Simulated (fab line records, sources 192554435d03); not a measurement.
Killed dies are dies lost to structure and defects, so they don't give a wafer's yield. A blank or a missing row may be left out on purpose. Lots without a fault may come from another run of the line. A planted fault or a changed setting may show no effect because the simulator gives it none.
Chamber matching | flow n5_finfet | N5_HKMG_FIN_ETCH_67 on rie_diel-04: 4 sister chambers
The step etches SOC in N2/H2, stops on TiN, target depth 388.9 nm. 18 wafers are shown with their chamber, then 9 later ones without.

WAFERS WITH THEIR CHAMBER
wafer  | chamber | drypump_motor_current_A (A) | showerhead_plenum_p_Torr (Torr) | throttle_valve_pct (%)
L074.3 | 0       | 5.7                         | 2.49                            | 17.50
L074.4 | 1       | 6.3                         | 2.62                            | 17.86
L074.6 | 1       | 6.3                         | 2.62                            | 17.86
L075.1 | 0       | 5.8                         | 2.49                            | 17.49
L075.3 | 1       | 6.4                         | 2.62                            | 17.86
L075.6 | 1       | 6.3                         | 2.62                            | 17.86
L076.1 | 0       | 5.7                         | 2.49                            | 17.51
L076.4 | 3       | 6.6                         | 2.62                            | 17.53
L076.6 | 2       | 4.9                         | 2.57                            | 17.40
L082.2 | 3       | 6.5                         | 2.62                            | 17.53
L082.5 | 1       | 6.3                         | 2.61                            | 17.88
L082.6 | 2       | 4.9                         | 2.56                            | 17.43
L084.2 | 2       | 4.9                         | 2.56                            | 17.41
L084.4 | 3       | 6.6                         | 2.61                            | 17.55
L084.5 | 2       | 4.9                         | 2.56                            | 17.43
L089.2 | 0       | 5.8                         | 2.49                            | 17.55
L089.4 | 1       | 6.4                         | 2.61                            | 17.88
L089.6 | 3       | 6.6                         | 2.61                            | 17.55

SIGNATURES (means of the wafers above)
reading                  | chamber 0 | chamber 1 | chamber 2 | chamber 3 | scatter within a chamber
drypump_motor_current_A  | 5.750     | 6.333     | 4.900     | 6.575     | 0.0469
showerhead_plenum_p_Torr | 2.4900    | 2.6167    | 2.5625    | 2.6150    | 0.00469
throttle_valve_pct       | 17.5125   | 17.8667   | 17.4175   | 17.5400   | 0.0162
Rule: a wafer's distance from a chamber is the root of the sum, over the readings, of the square of ((its reading less the chamber's mean) divided by the reading's scatter). The wafer belongs to the nearest chamber; if the next one is less than 2 further off, it can't be placed. The scatter: the root of (the sum of the squares of (reading less its chamber's mean) over the shown wafers, divided by (wafers less chambers)).

WAFERS WITHOUT THEIR CHAMBER
wafer  | drypump_motor_current_A (A) | showerhead_plenum_p_Torr (Torr) | throttle_valve_pct (%)
L091.1 | 6.4                         | 2.61                            | 17.89
L091.2 | 5.8                         | 2.48                            | 17.54
L091.4 | 4.9                         | 2.56                            | 17.46
L095.2 | 5.7                         | 2.48                            | 17.55
L095.3 | 6.3                         | 2.61                            | 17.91
L095.5 | 5.8                         | 2.48                            | 17.56
L097.1 | 5.7                         | 2.48                            | 17.57
L097.2 | 6.3                         | 2.61                            | 17.91
L097.4 | 4.9                         | 2.55                            | 17.46

WHICH CHAMBER EACH WENT THROUGH
wafer  | from the rows above | in truth
L091.1 | 1                   | 1
L091.2 | 0                   | 0
L091.4 | 2                   | 2
L095.2 | 0                   | 0
L095.3 | 1                   | 1
L095.5 | 0                   | 0
L097.1 | 0                   | 0
L097.2 | 1                   | 1
L097.4 | 2                   | 2
Placed correctly: 9 of 9. Can't be placed from these rows: 0. Placed wrongly: 0.
